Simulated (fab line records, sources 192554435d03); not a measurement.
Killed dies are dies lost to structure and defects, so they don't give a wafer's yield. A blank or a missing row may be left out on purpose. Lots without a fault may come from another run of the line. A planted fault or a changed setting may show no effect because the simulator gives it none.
Chamber matching | flow n5_finfet | N5_BEOL_M1_PECVD_72 on pecvd-01: 3 sister chambers
The step deposits SiO2 from TEOS/O2, target thk 16 nm, time 18 s. 3 wafers are shown with their chamber, then 8 later ones without.

WAFERS WITH THEIR CHAMBER
wafer  | chamber | throttle_valve_pct (%)
L084.3 | 2       | 20.8
L084.6 | 0       | 23.1
L087.1 | 1       | 22.8

WAFERS WITHOUT THEIR CHAMBER
wafer  | throttle_valve_pct (%)
L087.2 | 22.8
L087.5 | 23.1
L090.1 | 23.2
L090.4 | 22.9
L090.5 | 21.3
L097.2 | 20.8
L097.4 | 22.9
L097.5 | 21.3

WHICH CHAMBER EACH WENT THROUGH
wafer  | from the rows above     | in truth
L087.2 | can't be placed: 1 or 0 | 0
L087.5 | can't be placed: 0 or 1 | 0
L090.1 | can't be placed: 0 or 1 | 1
L090.4 | can't be placed: 1 or 0 | 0
L090.5 | 2                       | 2
L097.2 | 2                       | 2
L097.4 | can't be placed: 1 or 0 | 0
L097.5 | 2                       | 2
Placed correctly: 3 of 8. Can't be placed from these rows: 5 (the true chamber is among the candidates in 5). Placed wrongly: 0.
How it was worked out, from the rows above alone: a wafer's distance from a chamber is the root of the sum, over the readings, of the square of ((its reading less the chamber's mean) divided by the reading's scatter). The wafer belongs to the nearest chamber; if the next one is less than 2 further off, it can't be placed. A chamber's mean is the mean of its shown wafers. The scatter: with one shown wafer a chamber, the root of the mean of the squares of how far each hidden wafer lies from its nearest shown one.
